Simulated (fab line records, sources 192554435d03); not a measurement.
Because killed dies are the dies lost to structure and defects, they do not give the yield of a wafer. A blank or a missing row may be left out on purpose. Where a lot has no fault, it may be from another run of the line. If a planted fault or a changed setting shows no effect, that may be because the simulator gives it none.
Chamber matching :: flow n5-finfet :: 4 sister chambers for N5_BEOL_M11_ETCH_62 on rie-diel-01
The step etches SOC in N2/H2, target depth 110 nm, overetch 22 nm, time 165 s. 22 wafers are shown with their chamber, then 11 later ones without.

== WAFERS WITH THEIR CHAMBER ==
wafer: L075.1
chamber: 1
drypump-motor-current-A (A): 5.7
showerhead-plenum-p-Torr (Torr): 2.55
throttle-valve-pct (%): 17.77

wafer: L075.4
chamber: 2
drypump-motor-current-A (A): 4.9
showerhead-plenum-p-Torr (Torr): 2.46
throttle-valve-pct (%): 17.49

wafer: L075.5
chamber: 2
drypump-motor-current-A (A): 4.9
showerhead-plenum-p-Torr (Torr): 2.46
throttle-valve-pct (%): 17.46

wafer: L077.2
chamber: 3
drypump-motor-current-A (A): 5.5
showerhead-plenum-p-Torr (Torr): 2.58
throttle-valve-pct (%): 17.69

wafer: L077.3
chamber: 1
drypump-motor-current-A (A): 5.7
showerhead-plenum-p-Torr (Torr): 2.55
throttle-valve-pct (%): 17.79

wafer: L077.4
chamber: 2
drypump-motor-current-A (A): 4.8
showerhead-plenum-p-Torr (Torr): 2.46
throttle-valve-pct (%): 17.47

wafer: L079.1
chamber: 2
drypump-motor-current-A (A): 4.8
showerhead-plenum-p-Torr (Torr): 2.46
throttle-valve-pct (%): 17.47

wafer: L079.4
chamber: 3
drypump-motor-current-A (A): 5.5
showerhead-plenum-p-Torr (Torr): 2.58
throttle-valve-pct (%): 17.67

wafer: L079.6
chamber: 0
drypump-motor-current-A (A): 5.8
showerhead-plenum-p-Torr (Torr): 2.68
throttle-valve-pct (%): 17.81

wafer: L078.1
chamber: 1
drypump-motor-current-A (A): 5.7
showerhead-plenum-p-Torr (Torr): 2.55
throttle-valve-pct (%): 17.79

wafer: L078.4
chamber: 0
drypump-motor-current-A (A): 5.8
showerhead-plenum-p-Torr (Torr): 2.68
throttle-valve-pct (%): 17.83

wafer: L078.5
chamber: 2
drypump-motor-current-A (A): 4.9
showerhead-plenum-p-Torr (Torr): 2.46
throttle-valve-pct (%): 17.48

wafer: L083.1
chamber: 3
drypump-motor-current-A (A): 5.5
showerhead-plenum-p-Torr (Torr): 2.57
throttle-valve-pct (%): 17.71

wafer: L083.4
chamber: 2
drypump-motor-current-A (A): 4.9
showerhead-plenum-p-Torr (Torr): 2.45
throttle-valve-pct (%): 17.49

wafer: L083.5
chamber: 0
drypump-motor-current-A (A): 5.8
showerhead-plenum-p-Torr (Torr): 2.67
throttle-valve-pct (%): 17.85

wafer: L086.1
chamber: 3
drypump-motor-current-A (A): 5.5
showerhead-plenum-p-Torr (Torr): 2.57
throttle-valve-pct (%): 17.71

wafer: L086.5
chamber: 1
drypump-motor-current-A (A): 5.7
showerhead-plenum-p-Torr (Torr): 2.54
throttle-valve-pct (%): 17.83

wafer: L086.6
chamber: 0
drypump-motor-current-A (A): 5.8
showerhead-plenum-p-Torr (Torr): 2.67
throttle-valve-pct (%): 17.87

wafer: L088.2
chamber: 1
drypump-motor-current-A (A): 5.7
showerhead-plenum-p-Torr (Torr): 2.54
throttle-valve-pct (%): 17.83

wafer: L088.5
chamber: 1
drypump-motor-current-A (A): 5.7
showerhead-plenum-p-Torr (Torr): 2.54
throttle-valve-pct (%): 17.82

wafer: L088.6
chamber: 3
drypump-motor-current-A (A): 5.5
showerhead-plenum-p-Torr (Torr): 2.57
throttle-valve-pct (%): 17.71

wafer: L087.1
chamber: 1
drypump-motor-current-A (A): 5.7
showerhead-plenum-p-Torr (Torr): 2.54
throttle-valve-pct (%): 17.82

SIGNATURES (averages over the wafers above)
reading: drypump-motor-current-A
chamber 0: 5.800
chamber 1: 5.700
chamber 2: 4.867
chamber 3: 5.500
scatter within a chamber: 0.0272

reading: showerhead-plenum-p-Torr
chamber 0: 2.6750
chamber 1: 2.5443
chamber 2: 2.4583
chamber 3: 2.5740
scatter within a chamber: 0.00514

reading: throttle-valve-pct
chamber 0: 17.8400
chamber 1: 17.8071
chamber 2: 17.4767
chamber 3: 17.6980
scatter within a chamber: 0.0202
Rule: a wafer lies at a distance from a chamber equal to the root of the sum of squares, over the readings, of (its reading less the chamber's mean, divided by the reading's scatter). If the next closest chamber is less than 2 further off than the closest, the wafer can't be placed; otherwise it belongs to the closest. The scatter: take each reading less its chamber's mean, square it, sum over the shown wafers, divide by the number of wafers less the number of chambers, and take the root.

== WAFERS WHOSE CHAMBER IS MISSING ==
wafer: L087.2
drypump-motor-current-A (A): 5.5
showerhead-plenum-p-Torr (Torr): 2.57
throttle-valve-pct (%): 17.70

wafer: L087.3
drypump-motor-current-A (A): 4.8
showerhead-plenum-p-Torr (Torr): 2.45
throttle-valve-pct (%): 17.51

wafer: L090.2
drypump-motor-current-A (A): 4.9
showerhead-plenum-p-Torr (Torr): 2.45
throttle-valve-pct (%): 17.51

wafer: L090.3
drypump-motor-current-A (A): 5.8
showerhead-plenum-p-Torr (Torr): 2.67
throttle-valve-pct (%): 17.86

wafer: L090.6
drypump-motor-current-A (A): 5.8
showerhead-plenum-p-Torr (Torr): 2.67
throttle-valve-pct (%): 17.86

wafer: L095.2
drypump-motor-current-A (A): 4.9
showerhead-plenum-p-Torr (Torr): 2.44
throttle-valve-pct (%): 17.56

wafer: L095.4
drypump-motor-current-A (A): 5.7
showerhead-plenum-p-Torr (Torr): 2.53
throttle-valve-pct (%): 17.85

wafer: L095.5
drypump-motor-current-A (A): 5.8
showerhead-plenum-p-Torr (Torr): 2.67
throttle-valve-pct (%): 17.88

wafer: L096.1
drypump-motor-current-A (A): 5.5
showerhead-plenum-p-Torr (Torr): 2.56
throttle-valve-pct (%): 17.75

wafer: L096.3
drypump-motor-current-A (A): 4.9
showerhead-plenum-p-Torr (Torr): 2.44
throttle-valve-pct (%): 17.53

wafer: L096.6
drypump-motor-current-A (A): 5.5
showerhead-plenum-p-Torr (Torr): 2.56
throttle-valve-pct (%): 17.76

== WHICH CHAMBER EACH ONE RAN IN ==
wafer: L087.2
from the rows above: 3
in truth: 3

wafer: L087.3
from the rows above: 2
in truth: 2

wafer: L090.2
from the rows above: 2
in truth: 2

wafer: L090.3
from the rows above: 0
in truth: 0

wafer: L090.6
from the rows above: 0
in truth: 0

wafer: L095.2
from the rows above: 2
in truth: 2

wafer: L095.4
from the rows above: 1
in truth: 1

wafer: L095.5
from the rows above: 0
in truth: 0

wafer: L096.1
from the rows above: 3
in truth: 3

wafer: L096.3
from the rows above: 2
in truth: 2

wafer: L096.6
from the rows above: 3
in truth: 3
11 of 11 placed correctly. Not placeable from these rows: 0. Placed wrongly: 0.
